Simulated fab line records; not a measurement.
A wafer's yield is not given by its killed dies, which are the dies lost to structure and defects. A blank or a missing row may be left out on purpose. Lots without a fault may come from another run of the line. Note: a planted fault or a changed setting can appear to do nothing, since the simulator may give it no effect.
Which tool did it? || flow n5 finfet || Sampling: 24 lots, 72 wafers, 5 of 1938 route steps

WHAT THE GAUGES READ, wafer by wafer
N5_MOL_CONTACT_COAG_CD_MEAS_08: the cd target is 28 nm. Usual: cd nm 28.0 nm, standard deviation 0.3.
{"lot": "L074", "measured": "day 4 21:19", "on": "cd sem-02", "cd nm (nm)": "27.7 28.2 28.1", "flag": ""}
{"lot": "L075", "measured": "day 4 23:47", "on": "cd sem-02", "cd nm (nm)": "28.4 28.5 27.8", "flag": ""}
{"lot": "L076", "measured": "day 5 08:25", "on": "cd sem-01", "cd nm (nm)": "28.2 28.0 27.7", "flag": ""}
{"lot": "L077", "measured": "day 5 10:33", "on": "cd sem-01", "cd nm (nm)": "27.8 28.0 27.8", "flag": ""}
{"lot": "L078", "measured": "day 5 17:13", "on": "cd sem-01", "cd nm (nm)": "28.0 28.5 28.5", "flag": ""}
{"lot": "L079", "measured": "day 6 01:20", "on": "cd sem-01", "cd nm (nm)": "27.9 27.5 27.9", "flag": ""}
{"lot": "L080", "measured": "day 6 02:50", "on": "cd sem-02", "cd nm (nm)": "27.8 27.6 27.8", "flag": ""}
{"lot": "L081", "measured": "day 6 10:20", "on": "cd sem-03", "cd nm (nm)": "28.0 28.1 28.0", "flag": ""}
{"lot": "L082", "measured": "day 6 15:26", "on": "cd sem-01", "cd nm (nm)": "28.2 28.7 28.7", "flag": ""}
{"lot": "L083", "measured": "day 6 23:03", "on": "cd sem-03", "cd nm (nm)": "27.9 27.9 27.7", "flag": ""}
{"lot": "L084", "measured": "day 7 02:59", "on": "cd sem-03", "cd nm (nm)": "27.8 27.5 28.2", "flag": ""}
{"lot": "L085", "measured": "day 7 16:29", "on": "cd sem-01", "cd nm (nm)": "27.8 27.9 27.7", "flag": ""}
{"lot": "L086", "measured": "day 7 20:51", "on": "cd sem-03", "cd nm (nm)": "28.0 28.0 27.6", "flag": ""}
{"lot": "L087", "measured": "day 7 22:01", "on": "cd sem-03", "cd nm (nm)": "28.1 28.0 28.4", "flag": ""}
{"lot": "L088", "measured": "day 8 05:04", "on": "cd sem-03", "cd nm (nm)": "27.8 28.0 28.1", "flag": ""}
{"lot": "L089", "measured": "day 8 11:30", "on": "cd sem-03", "cd nm (nm)": "28.7 27.6 28.4", "flag": ""}
{"lot": "L090", "measured": "day 8 13:53", "on": "cd sem-03", "cd nm (nm)": "28.2 27.7 27.7", "flag": ""}
{"lot": "L091", "measured": "day 8 22:28", "on": "cd sem-03", "cd nm (nm)": "28.1 28.2 28.1", "flag": ""}
{"lot": "L092", "measured": "day 9 03:20", "on": "cd sem-02", "cd nm (nm)": "27.8 28.2 28.1", "flag": ""}
{"lot": "L093", "measured": "day 9 11:27", "on": "cd sem-02", "cd nm (nm)": "28.3 27.9 28.4", "flag": ""}
{"lot": "L094", "measured": "day 9 17:36", "on": "cd sem-02", "cd nm (nm)": "28.0 28.1 27.9", "flag": ""}
{"lot": "L095", "measured": "day 9 22:59", "on": "cd sem-03", "cd nm (nm)": "28.4 27.6 27.6", "flag": ""}
{"lot": "L096", "measured": "day 10 07:07", "on": "cd sem-02", "cd nm (nm)": "28.1 27.8 28.0", "flag": ""}
{"lot": "L097", "measured": "day 10 11:40", "on": "cd sem-02", "cd nm (nm)": "27.2 27.7 28.0", "flag": ""}

N5_MOL_CONTACT_COAG_INSPECT_10: inspects for defects (brightfield). Usual: raw defect count 78, standard deviation 27.
{"lot": "L074", "measured": "day 4 21:24", "on": "defect inspect-01", "raw defect count": "72 146 83", "flag": ""}
{"lot": "L075", "measured": "day 4 23:53", "on": "defect inspect-02", "raw defect count": "104 74 68", "flag": ""}
{"lot": "L076", "measured": "day 5 08:30", "on": "defect inspect-01", "raw defect count": "118 82 95", "flag": ""}
{"lot": "L077", "measured": "day 5 10:41", "on": "defect inspect-02", "raw defect count": "93 75 63", "flag": ""}
{"lot": "L078", "measured": "day 5 17:18", "on": "defect inspect-01", "raw defect count": "101 74 153", "flag": ""}
{"lot": "L079", "measured": "day 6 01:26", "on": "defect inspect-01", "raw defect count": "72 48 69", "flag": ""}
{"lot": "L080", "measured": "day 6 02:56", "on": "defect inspect-02", "raw defect count": "101 59 85", "flag": ""}
{"lot": "L081", "measured": "day 6 10:25", "on": "defect inspect-01", "raw defect count": "52 58 54", "flag": ""}
{"lot": "L082", "measured": "day 6 15:32", "on": "defect inspect-02", "raw defect count": "120 121 109", "flag": ""}
{"lot": "L083", "measured": "day 6 23:08", "on": "defect inspect-01", "raw defect count": "99 87 89", "flag": ""}
{"lot": "L084", "measured": "day 7 03:05", "on": "defect inspect-01", "raw defect count": "80 52 36", "flag": ""}
{"lot": "L085", "measured": "day 7 16:34", "on": "defect inspect-01", "raw defect count": "87 87 73", "flag": ""}
{"lot": "L086", "measured": "day 7 20:56", "on": "defect inspect-02", "raw defect count": "107 49 110", "flag": ""}
{"lot": "L087", "measured": "day 7 22:06", "on": "defect inspect-01", "raw defect count": "85 77 122", "flag": ""}
{"lot": "L088", "measured": "day 8 05:10", "on": "defect inspect-01", "raw defect count": "53 51 28", "flag": ""}
{"lot": "L089", "measured": "day 8 11:37", "on": "defect inspect-01", "raw defect count": "65 21 45", "flag": ""}
{"lot": "L090", "measured": "day 8 13:59", "on": "defect inspect-02", "raw defect count": "57 89 53", "flag": ""}
{"lot": "L091", "measured": "day 8 22:34", "on": "defect inspect-01", "raw defect count": "63 72 134", "flag": ""}
{"lot": "L092", "measured": "day 9 03:26", "on": "defect inspect-02", "raw defect count": "75 111 68", "flag": ""}
{"lot": "L093", "measured": "day 9 11:32", "on": "defect inspect-02", "raw defect count": "86 73 90", "flag": ""}
{"lot": "L094", "measured": "day 9 17:41", "on": "defect inspect-01", "raw defect count": "33 22 45", "flag": ""}
{"lot": "L095", "measured": "day 9 23:05", "on": "defect inspect-02", "raw defect count": "134 67 95", "flag": ""}
{"lot": "L096", "measured": "day 10 07:11", "on": "defect inspect-01", "raw defect count": "64 52 60", "flag": ""}
{"lot": "L097", "measured": "day 10 11:47", "on": "defect inspect-01", "raw defect count": "84 89 73", "flag": ""}

WHAT TOOL EACH LOT RAN ON (gives the tool, then ch and the chambers of the sampled wafers, and finally the start)
{"lot": "L074", "N5_GATE_CUT_CMP_02": "cmp-01 ch 0,1, day 4 16:53", "N5_GATE_CUT_ETCH_36": "rie diel-06 ch 0,2,3, day 4 17:41", "N5_GATE_CUT_ALD_22": "ald sin-02 ch 2,3, day 4 18:29"}
{"lot": "L075", "N5_GATE_CUT_CMP_02": "cmp-01 ch 1,2, day 4 19:02", "N5_GATE_CUT_ETCH_36": "rie diel-05 ch 1,2, day 4 20:10", "N5_GATE_CUT_ALD_22": "ald sin-02 ch 0,1, day 4 20:58"}
{"lot": "L076", "N5_GATE_CUT_CMP_02": "cmp-03 ch 1,2,3, day 5 02:21", "N5_GATE_CUT_ETCH_36": "rie diel-02 ch 0,3, day 5 03:17", "N5_GATE_CUT_ALD_22": "ald sin-04 ch 0,1,3, day 5 05:28"}
{"lot": "L077", "N5_GATE_CUT_CMP_02": "cmp-02 ch 1,3, day 5 04:58", "N5_GATE_CUT_ETCH_36": "rie diel-06 ch 0,2,3, day 5 06:25", "N5_GATE_CUT_ALD_22": "ald sin-03 ch 0,2,3, day 5 07:44"}
{"lot": "L078", "N5_GATE_CUT_CMP_02": "cmp-03 ch 0,1,3, day 5 12:23", "N5_GATE_CUT_ETCH_36": "rie diel-06 ch 0,1,3, day 5 13:21", "N5_GATE_CUT_ALD_22": "ald sin-03 ch 0,1,2, day 5 14:08"}
{"lot": "L079", "N5_GATE_CUT_CMP_02": "cmp-03 ch 1,2,3, day 5 19:56", "N5_GATE_CUT_ETCH_36": "rie diel-06 ch 0,1, day 5 20:44", "N5_GATE_CUT_ALD_22": "ald sin-03 ch 0,2,3, day 5 21:52"}
{"lot": "L080", "N5_GATE_CUT_CMP_02": "cmp-02 ch 0,2,3, day 5 22:20", "N5_GATE_CUT_ETCH_36": "rie diel-05 ch 0,3, day 5 23:07", "N5_GATE_CUT_ALD_22": "ald sin-02 ch 0,1,2, day 5 23:53"}
{"lot": "L081", "N5_GATE_CUT_CMP_02": "cmp-01 ch 0,2, day 6 05:11", "N5_GATE_CUT_ETCH_36": "rie diel-02 ch 0,2, day 6 06:28", "N5_GATE_CUT_ALD_22": "ald sin-03 ch 0,1,3, day 6 07:31"}
{"lot": "L082", "N5_GATE_CUT_CMP_02": "cmp-03 ch 0,1,2, day 6 10:44", "N5_GATE_CUT_ETCH_36": "rie diel-05 ch 0,3, day 6 11:43", "N5_GATE_CUT_ALD_22": "ald sin-03 ch 0,3, day 6 12:31"}
{"lot": "L083", "N5_GATE_CUT_CMP_02": "cmp-03 ch 1,2, day 6 17:59", "N5_GATE_CUT_ETCH_36": "rie diel-02 ch 0,1,3, day 6 18:50", "N5_GATE_CUT_ALD_22": "ald sin-03 ch 0,1, day 6 19:59"}
{"lot": "L084", "N5_GATE_CUT_CMP_02": "cmp-03 ch 0,2, day 6 21:43", "N5_GATE_CUT_ETCH_36": "rie diel-05 ch 2,3, day 6 23:16", "N5_GATE_CUT_ALD_22": "ald sin-02 ch 0,3, day 7 00:02"}
{"lot": "L085", "N5_GATE_CUT_CMP_02": "cmp-03 ch 0,1,3, day 7 12:00", "N5_GATE_CUT_ETCH_36": "rie diel-05 ch 0,1, day 7 12:52", "N5_GATE_CUT_ALD_22": "ald sin-03 ch 0,2,3, day 7 13:40"}
{"lot": "L086", "N5_GATE_CUT_CMP_02": "cmp-03 ch 0,1,2, day 7 15:53", "N5_GATE_CUT_ETCH_36": "rie diel-05 ch 1,2,3, day 7 16:44", "N5_GATE_CUT_ALD_22": "ald sin-02 ch 0,1,3, day 7 17:53"}
{"lot": "L087", "N5_GATE_CUT_CMP_02": "cmp-01 ch 0,2,3, day 7 17:33", "N5_GATE_CUT_ETCH_36": "rie diel-06 ch 1,2,3, day 7 18:19", "N5_GATE_CUT_ALD_22": "ald sin-03 ch 1,3, day 7 19:11"}
{"lot": "L088", "N5_GATE_CUT_CMP_02": "cmp-01 ch 0,3, day 8 00:01", "N5_GATE_CUT_ETCH_36": "rie diel-02 ch 0,1,2, day 8 01:28", "N5_GATE_CUT_ALD_22": "ald sin-02 ch 0,2,3, day 8 02:15"}
{"lot": "L089", "N5_GATE_CUT_CMP_02": "cmp-02 ch 1,2,3, day 8 06:55", "N5_GATE_CUT_ETCH_36": "rie diel-02 ch 0,1,2, day 8 07:46", "N5_GATE_CUT_ALD_22": "ald sin-02 ch 2,3, day 8 08:33"}
{"lot": "L090", "N5_GATE_CUT_CMP_02": "cmp-01 ch 0,2,3, day 8 09:26", "N5_GATE_CUT_ETCH_36": "rie diel-02 ch 0,1,2, day 8 10:14", "N5_GATE_CUT_ALD_22": "ald sin-03 ch 0,2,3, day 8 11:04"}
{"lot": "L091", "N5_GATE_CUT_CMP_02": "cmp-02 ch 2,3, day 8 17:53", "N5_GATE_CUT_ETCH_36": "rie diel-05 ch 0,2,3, day 8 18:52", "N5_GATE_CUT_ALD_22": "ald sin-03 ch 0,1,2, day 8 19:39"}
{"lot": "L092", "N5_GATE_CUT_CMP_02": "cmp-01 ch 0,1,2, day 8 21:08", "N5_GATE_CUT_ETCH_36": "rie diel-02 ch 0,1,3, day 8 22:07", "N5_GATE_CUT_ALD_22": "ald sin-03 ch 0,1, day 9 00:31"}
{"lot": "L093", "N5_GATE_CUT_CMP_02": "cmp-01 ch 0,2,3, day 9 06:26", "N5_GATE_CUT_ETCH_36": "rie diel-06 ch 0,1,2, day 9 07:34", "N5_GATE_CUT_ALD_22": "ald sin-03 ch 1,2, day 9 08:38"}
{"lot": "L094", "N5_GATE_CUT_CMP_02": "cmp-03 ch 0,1,2, day 9 13:10", "N5_GATE_CUT_ETCH_36": "rie diel-05 ch 0,1,3, day 9 13:58", "N5_GATE_CUT_ALD_22": "ald sin-02 ch 2,3, day 9 14:46"}
{"lot": "L095", "N5_GATE_CUT_CMP_02": "cmp-01 ch 0,2,3, day 9 17:59", "N5_GATE_CUT_ETCH_36": "rie diel-05 ch 0,2, day 9 18:53", "N5_GATE_CUT_ALD_22": "ald sin-02 ch 1,2, day 9 20:02"}
{"lot": "L096", "N5_GATE_CUT_CMP_02": "cmp-02 ch 0,2,3, day 9 23:46", "N5_GATE_CUT_ETCH_36": "rie diel-02 ch 2,3, day 10 00:44", "N5_GATE_CUT_ALD_22": "ald sin-02 ch 1,3, day 10 01:31"}
{"lot": "L097", "N5_GATE_CUT_CMP_02": "cmp-02 ch 1,2,3, day 10 03:52", "N5_GATE_CUT_ETCH_36": "rie diel-02 ch 0,2,3, day 10 07:40", "N5_GATE_CUT_ALD_22": "ald sin-03 ch 1,2,3, day 10 08:43"}
- N5_GATE_CUT_CMP_02: polishes, stops on SiO2, t overpolish 12.7 s, target thk 0 nm.
- N5_GATE_CUT_ETCH_36: etches SiARC in CF4, target depth 13 nm, time 21.7 s.
- N5_GATE_CUT_ALD_22: deposits SiNx, target thk 16 nm, pulse time 1 s, ald cycles 320.

AS READ BY THE TOOLS THEMSELVES (means over the sampled wafers that have a number; for cases with no such wafer, the mark the record gives instead)
N5_GATE_CUT_CMP_02. Usual: motor current A 9.4 A, standard deviation 1.2; overpolish run s 12.699 s, standard deviation 0.0085; time to endpoint s 24 s, standard deviation 3.7.
{"lot": "L074", "tool": "cmp-01", "motor current A (A)": 8.8, "overpolish run s (s)": 12.697, "time to endpoint s (s)": 22, "flag": ""}
{"lot": "L075", "tool": "cmp-01", "motor current A (A)": 10.0, "overpolish run s (s)": 12.703, "time to endpoint s (s)": 20, "flag": ""}
{"lot": "L076", "tool": "cmp-03", "motor current A (A)": 9.2, "overpolish run s (s)": 12.698, "time to endpoint s (s)": 24, "flag": ""}
{"lot": "L077", "tool": "cmp-02", "motor current A (A)": 9.4, "overpolish run s (s)": 12.704, "time to endpoint s (s)": 31, "flag": ""}
{"lot": "L078", "tool": "cmp-03", "motor current A (A)": 9.8, "overpolish run s (s)": 12.697, "time to endpoint s (s)": 24, "flag": ""}
{"lot": "L079", "tool": "cmp-03", "motor current A (A)": 9.2, "overpolish run s (s)": 12.702, "time to endpoint s (s)": 24, "flag": ""}
{"lot": "L080", "tool": "cmp-02", "motor current A (A)": 9.7, "overpolish run s (s)": 12.701, "time to endpoint s (s)": 26, "flag": ""}
{"lot": "L081", "tool": "cmp-01", "motor current A (A)": 8.5, "overpolish run s (s)": 12.688, "time to endpoint s (s)": 19, "flag": ""}
{"lot": "L082", "tool": "cmp-03", "motor current A (A)": 8.6, "overpolish run s (s)": 12.694, "time to endpoint s (s)": 23, "flag": ""}
{"lot": "L083", "tool": "cmp-03", "motor current A (A)": 8.5, "overpolish run s (s)": 12.697, "time to endpoint s (s)": 24, "flag": ""}
{"lot": "L084", "tool": "cmp-03", "motor current A (A)": 8.7, "overpolish run s (s)": 12.704, "time to endpoint s (s)": 24, "flag": ""}
{"lot": "L085", "tool": "cmp-03", "motor current A (A)": 9.4, "overpolish run s (s)": 12.699, "time to endpoint s (s)": 22, "flag": ""}
{"lot": "L086", "tool": "cmp-03", "motor current A (A)": 8.4, "overpolish run s (s)": 12.699, "time to endpoint s (s)": 26, "flag": ""}
{"lot": "L087", "tool": "cmp-01", "motor current A (A)": 9.1, "overpolish run s (s)": 12.699, "time to endpoint s (s)": 23, "flag": ""}
{"lot": "L088", "tool": "cmp-01", "motor current A (A)": 9.1, "overpolish run s (s)": 12.699, "time to endpoint s (s)": 24, "flag": ""}
{"lot": "L089", "tool": "cmp-02", "motor current A (A)": 9.5, "overpolish run s (s)": 12.701, "time to endpoint s (s)": 25, "flag": ""}
{"lot": "L090", "tool": "cmp-01", "motor current A (A)": 9.1, "overpolish run s (s)": 12.690, "time to endpoint s (s)": 27, "flag": ""}
{"lot": "L091", "tool": "cmp-02", "motor current A (A)": 9.8, "overpolish run s (s)": 12.696, "time to endpoint s (s)": 23, "flag": ""}
{"lot": "L092", "tool": "cmp-01", "motor current A (A)": 9.1, "overpolish run s (s)": 12.701, "time to endpoint s (s)": 25, "flag": ""}
{"lot": "L093", "tool": "cmp-01", "motor current A (A)": 9.1, "overpolish run s (s)": 12.699, "time to endpoint s (s)": 25, "flag": ""}
{"lot": "L094", "tool": "cmp-03", "motor current A (A)": 8.5, "overpolish run s (s)": 12.700, "time to endpoint s (s)": 27, "flag": ""}
{"lot": "L095", "tool": "cmp-01", "motor current A (A)": 9.3, "overpolish run s (s)": 12.699, "time to endpoint s (s)": 23, "flag": ""}
{"lot": "L096", "tool": "cmp-02", "motor current A (A)": 10.0, "overpolish run s (s)": 12.704, "time to endpoint s (s)": 23, "flag": ""}
{"lot": "L097", "tool": "cmp-02", "motor current A (A)": 9.6, "overpolish run s (s)": 12.705, "time to endpoint s (s)": 28, "flag": ""}

N5_GATE_CUT_ETCH_36. Usual: bias w 36.02 W, standard deviation 0.1; drypump motor current A 5.8 A, standard deviation 0.33; etch rf on time s 21.3 s, standard deviation 0.88; oes product au 0.68 a.u., standard deviation 0.062; rf fwd power W 531.8 W, standard deviation 1.7; rf vpp V 183.9 V, standard deviation 1.5; showerhead plenum p Torr 2.12 Torr, standard deviation 0.093; throttle valve pct 15.58 %, standard deviation 0.27.
{"lot": "L074", "tool": "rie diel-06", "bias w (W)": 36.06, "drypump motor current A (A)": 6.1, "etch rf on time s (s)": 21.7, "oes product au (a.u.)": 0.68, "rf fwd power W (W)": 531.4, "rf vpp V (V)": 185.0, "showerhead plenum p Torr (Torr)": 2.17, "throttle valve pct (%)": 15.42, "flag": ""}
{"lot": "L075", "tool": "rie diel-05", "bias w (W)": 36.01, "drypump motor current A (A)": 5.8, "etch rf on time s (s)": 21.1, "oes product au (a.u.)": 0.66, "rf fwd power W (W)": 531.5, "rf vpp V (V)": 182.6, "showerhead plenum p Torr (Torr)": 2.00, "throttle valve pct (%)": 15.49, "flag": ""}
{"lot": "L076", "tool": "rie diel-02", "bias w (W)": 35.85, "drypump motor current A (A)": 5.6, "etch rf on time s (s)": 21.0, "oes product au (a.u.)": 0.70, "rf fwd power W (W)": 533.9, "rf vpp V (V)": 183.6, "showerhead plenum p Torr (Torr)": 2.13, "throttle valve pct (%)": 15.52, "flag": ""}
{"lot": "L077", "tool": "rie diel-06", "bias w (W)": 35.98, "drypump motor current A (A)": 6.1, "etch rf on time s (s)": 21.7, "oes product au (a.u.)": 0.68, "rf fwd power W (W)": 531.1, "rf vpp V (V)": 184.8, "showerhead plenum p Torr (Torr)": 2.17, "throttle valve pct (%)": 15.43, "flag": ""}
{"lot": "L078", "tool": "rie diel-06", "bias w (W)": 36.04, "drypump motor current A (A)": 6.2, "etch rf on time s (s)": 21.6, "oes product au (a.u.)": 0.67, "rf fwd power W (W)": 532.5, "rf vpp V (V)": 183.9, "showerhead plenum p Torr (Torr)": 2.10, "throttle valve pct (%)": 15.59, "flag": ""}
{"lot": "L079", "tool": "rie diel-06", "bias w (W)": 36.10, "drypump motor current A (A)": 5.9, "etch rf on time s (s)": 21.7, "oes product au (a.u.)": 0.67, "rf fwd power W (W)": 532.6, "rf vpp V (V)": 183.3, "showerhead plenum p Torr (Torr)": 2.09, "throttle valve pct (%)": 15.74, "flag": ""}
{"lot": "L080", "tool": "rie diel-05", "bias w (W)": 36.03, "drypump motor current A (A)": 5.8, "etch rf on time s (s)": 21.9, "oes product au (a.u.)": 0.70, "rf fwd power W (W)": 532.4, "rf vpp V (V)": 185.5, "showerhead plenum p Torr (Torr)": 2.20, "throttle valve pct (%)": 15.71, "flag": ""}
{"lot": "L081", "tool": "rie diel-02", "bias w (W)": 35.96, "drypump motor current A (A)": 5.4, "etch rf on time s (s)": 21.3, "oes product au (a.u.)": 0.69, "rf fwd power W (W)": 532.9, "rf vpp V (V)": 184.1, "showerhead plenum p Torr (Torr)": 2.18, "throttle valve pct (%)": 15.60, "flag": ""}
{"lot": "L082", "tool": "rie diel-05", "bias w (W)": 35.94, "drypump motor current A (A)": 5.8, "etch rf on time s (s)": 21.9, "oes product au (a.u.)": 0.71, "rf fwd power W (W)": 531.8, "rf vpp V (V)": 185.6, "showerhead plenum p Torr (Torr)": 2.20, "throttle valve pct (%)": 15.72, "flag": ""}
{"lot": "L083", "tool": "rie diel-02", "bias w (W)": 36.04, "drypump motor current A (A)": 5.8, "etch rf on time s (s)": 20.9, "oes product au (a.u.)": 0.67, "rf fwd power W (W)": 532.8, "rf vpp V (V)": 183.3, "showerhead plenum p Torr (Torr)": 2.09, "throttle valve pct (%)": 15.54, "flag": ""}
{"lot": "L084", "tool": "rie diel-05", "bias w (W)": 36.03, "drypump motor current A (A)": 5.9, "etch rf on time s (s)": 22.5, "oes product au (a.u.)": 0.65, "rf fwd power W (W)": 531.0, "rf vpp V (V)": 184.0, "showerhead plenum p Torr (Torr)": 2.16, "throttle valve pct (%)": 15.74, "flag": ""}
{"lot": "L085", "tool": "rie diel-05", "bias w (W)": 36.00, "drypump motor current A (A)": 5.5, "etch rf on time s (s)": 20.5, "oes product au (a.u.)": 0.68, "rf fwd power W (W)": 530.3, "rf vpp V (V)": 184.1, "showerhead plenum p Torr (Torr)": 2.06, "throttle valve pct (%)": 15.76, "flag": ""}
{"lot": "L086", "tool": "rie diel-05", "bias w (W)": 36.04, "drypump motor current A (A)": 5.8, "etch rf on time s (s)": 21.8, "oes product au (a.u.)": 0.64, "rf fwd power W (W)": 531.4, "rf vpp V (V)": 183.0, "showerhead plenum p Torr (Torr)": 2.09, "throttle valve pct (%)": 15.77, "flag": ""}
{"lot": "L087", "tool": "rie diel-06", "bias w (W)": 35.98, "drypump motor current A (A)": 5.9, "etch rf on time s (s)": 21.6, "oes product au (a.u.)": 0.70, "rf fwd power W (W)": 533.5, "rf vpp V (V)": 184.5, "showerhead plenum p Torr (Torr)": 2.13, "throttle valve pct (%)": 15.45, "flag": ""}
{"lot": "L088", "tool": "rie diel-02", "bias w (W)": 35.96, "drypump motor current A (A)": 5.7, "etch rf on time s (s)": 21.3, "oes product au (a.u.)": 0.66, "rf fwd power W (W)": 533.2, "rf vpp V (V)": 184.1, "showerhead plenum p Torr (Torr)": 2.15, "throttle valve pct (%)": 15.62, "flag": ""}
{"lot": "L089", "tool": "rie diel-02", "bias w (W)": 36.01, "drypump motor current A (A)": 5.7, "etch rf on time s (s)": 21.1, "oes product au (a.u.)": 0.66, "rf fwd power W (W)": 530.3, "rf vpp V (V)": 184.2, "showerhead plenum p Torr (Torr)": 2.15, "throttle valve pct (%)": 15.63, "flag": ""}
{"lot": "L090", "tool": "rie diel-02", "bias w (W)": 35.94, "drypump motor current A (A)": 5.6, "etch rf on time s (s)": 21.2, "oes product au (a.u.)": 0.66, "rf fwd power W (W)": 532.9, "rf vpp V (V)": 184.9, "showerhead plenum p Torr (Torr)": 2.15, "throttle valve pct (%)": 15.62, "flag": ""}
{"lot": "L091", "tool": "rie diel-05", "bias w (W)": 36.07, "drypump motor current A (A)": 5.8, "etch rf on time s (s)": 21.8, "oes product au (a.u.)": 0.68, "rf fwd power W (W)": 531.6, "rf vpp V (V)": 183.0, "showerhead plenum p Torr (Torr)": 2.10, "throttle valve pct (%)": 15.51, "flag": ""}
{"lot": "L092", "tool": "rie diel-02", "bias w (W)": 36.11, "drypump motor current A (A)": 5.8, "etch rf on time s (s)": 20.9, "oes product au (a.u.)": 0.66, "rf fwd power W (W)": 532.5, "rf vpp V (V)": 182.7, "showerhead plenum p Torr (Torr)": 2.09, "throttle valve pct (%)": 15.57, "flag": ""}
{"lot": "L093", "tool": "rie diel-06", "bias w (W)": 36.09, "drypump motor current A (A)": 5.9, "etch rf on time s (s)": 22.1, "oes product au (a.u.)": 0.66, "rf fwd power W (W)": 533.8, "rf vpp V (V)": 183.6, "showerhead plenum p Torr (Torr)": 2.14, "throttle valve pct (%)": 15.65, "flag": ""}
{"lot": "L094", "tool": "rie diel-05", "bias w (W)": 36.01, "drypump motor current A (A)": 5.6, "etch rf on time s (s)": 21.3, "oes product au (a.u.)": 0.67, "rf fwd power W (W)": 530.9, "rf vpp V (V)": 184.4, "showerhead plenum p Torr (Torr)": 2.13, "throttle valve pct (%)": 15.78, "flag": ""}
{"lot": "L095", "tool": "rie diel-05", "bias w (W)": 35.93, "drypump motor current A (A)": 5.7, "etch rf on time s (s)": 20.5, "oes product au (a.u.)": 0.73, "rf fwd power W (W)": 530.2, "rf vpp V (V)": 183.0, "showerhead plenum p Torr (Torr)": 2.06, "throttle valve pct (%)": 15.27, "flag": ""}
{"lot": "L096", "tool": "rie diel-02", "bias w (W)": 36.07, "drypump motor current A (A)": 5.9, "etch rf on time s (s)": 21.4, "oes product au (a.u.)": 0.71, "rf fwd power W (W)": 530.8, "rf vpp V (V)": 184.1, "showerhead plenum p Torr (Torr)": 2.20, "throttle valve pct (%)": 15.58, "flag": ""}
{"lot": "L097", "tool": "rie diel-02", "bias w (W)": 35.97, "drypump motor current A (A)": 5.7, "etch rf on time s (s)": 21.3, "oes product au (a.u.)": 0.69, "rf fwd power W (W)": 532.5, "rf vpp V (V)": 184.0, "showerhead plenum p Torr (Torr)": 2.16, "throttle valve pct (%)": 15.58, "flag": ""}

N5_GATE_CUT_ALD_22. Usual: heater power outer w 503 W, standard deviation 36; heater power w 817 W, standard deviation 52; precursor pulse height rel 0.999, standard deviation 0.021.
{"lot": "L074", "tool": "ald sin-02", "heater power outer w (W)": 504, "heater power w (W)": 812, "precursor pulse height rel": 1.021, "flag": ""}
{"lot": "L075", "tool": "ald sin-02", "heater power outer w (W)": 546, "heater power w (W)": 859, "precursor pulse height rel": 1.004, "flag": ""}
{"lot": "L076", "tool": "ald sin-04", "heater power outer w (W)": 525, "heater power w (W)": 833, "precursor pulse height rel": 1.013, "flag": ""}
{"lot": "L077", "tool": "ald sin-03", "heater power outer w (W)": 496, "heater power w (W)": 799, "precursor pulse height rel": 0.997, "flag": ""}
{"lot": "L078", "tool": "ald sin-03", "heater power outer w (W)": 477, "heater power w (W)": 799, "precursor pulse height rel": 1.000, "flag": ""}
{"lot": "L079", "tool": "ald sin-03", "heater power outer w (W)": 495, "heater power w (W)": 809, "precursor pulse height rel": 0.999, "flag": ""}
{"lot": "L080", "tool": "ald sin-02", "heater power outer w (W)": 542, "heater power w (W)": 869, "precursor pulse height rel": 1.008, "flag": ""}
{"lot": "L081", "tool": "ald sin-03", "heater power outer w (W)": 479, "heater power w (W)": 797, "precursor pulse height rel": 0.993, "flag": ""}
{"lot": "L082", "tool": "ald sin-03", "heater power outer w (W)": 480, "heater power w (W)": 793, "precursor pulse height rel": 1.006, "flag": ""}
{"lot": "L083", "tool": "ald sin-03", "heater power outer w (W)": 461, "heater power w (W)": 770, "precursor pulse height rel": 1.017, "flag": ""}
{"lot": "L084", "tool": "ald sin-02", "heater power outer w (W)": 525, "heater power w (W)": 813, "precursor pulse height rel": 0.992, "flag": ""}
{"lot": "L085", "tool": "ald sin-03", "heater power outer w (W)": 500, "heater power w (W)": 804, "precursor pulse height rel": 1.027, "flag": ""}
{"lot": "L086", "tool": "ald sin-02", "heater power outer w (W)": 529, "heater power w (W)": 811, "precursor pulse height rel": 0.968, "flag": ""}
{"lot": "L087", "tool": "ald sin-03", "heater power outer w (W)": 488, "heater power w (W)": 823, "precursor pulse height rel": 0.997, "flag": ""}
{"lot": "L088", "tool": "ald sin-02", "heater power outer w (W)": 530, "heater power w (W)": 835, "precursor pulse height rel": 1.009, "flag": ""}
{"lot": "L089", "tool": "ald sin-02", "heater power outer w (W)": 504, "heater power w (W)": 798, "precursor pulse height rel": 0.992, "flag": ""}
{"lot": "L090", "tool": "ald sin-03", "heater power outer w (W)": 503, "heater power w (W)": 815, "precursor pulse height rel": 0.997, "flag": ""}
{"lot": "L091", "tool": "ald sin-03", "heater power outer w (W)": 474, "heater power w (W)": 781, "precursor pulse height rel": 0.990, "flag": ""}
{"lot": "L092", "tool": "ald sin-03", "heater power outer w (W)": 461, "heater power w (W)": 774, "precursor pulse height rel": 0.995, "flag": ""}
{"lot": "L093", "tool": "ald sin-03", "heater power outer w (W)": 476, "heater power w (W)": 818, "precursor pulse height rel": 1.009, "flag": ""}
{"lot": "L094", "tool": "ald sin-02", "heater power outer w (W)": 480, "heater power w (W)": 775, "precursor pulse height rel": 0.991, "flag": ""}
{"lot": "L095", "tool": "ald sin-02", "heater power outer w (W)": 516, "heater power w (W)": 840, "precursor pulse height rel": 1.005, "flag": ""}
{"lot": "L096", "tool": "ald sin-02", "heater power outer w (W)": 486, "heater power w (W)": 759, "precursor pulse height rel": 0.983, "flag": ""}
{"lot": "L097", "tool": "ald sin-03", "heater power outer w (W)": 491, "heater power w (W)": 821, "precursor pulse height rel": 0.990, "flag": ""}

THE ANSWER, worked out from the rows above alone
Rule: lot off if the mean of its wafers having a number is beyond 3 standard deviations from the usual mean. A lot without any number at a reading at which 4 lots or more have one is off too. Where the step has rows for the other lots, those lots are counted as sound. Order of review: gauges by route order, followed by the tools' own readings, for which a lot's mean as printed above is used. The first step at which some lot is off is used, and at that step the reading that is off furthest; a lot without a number counts as furthest.
Nothing can be told from this: no lot is off at any reading shown.

WHAT THE SIMULATOR PUT IN
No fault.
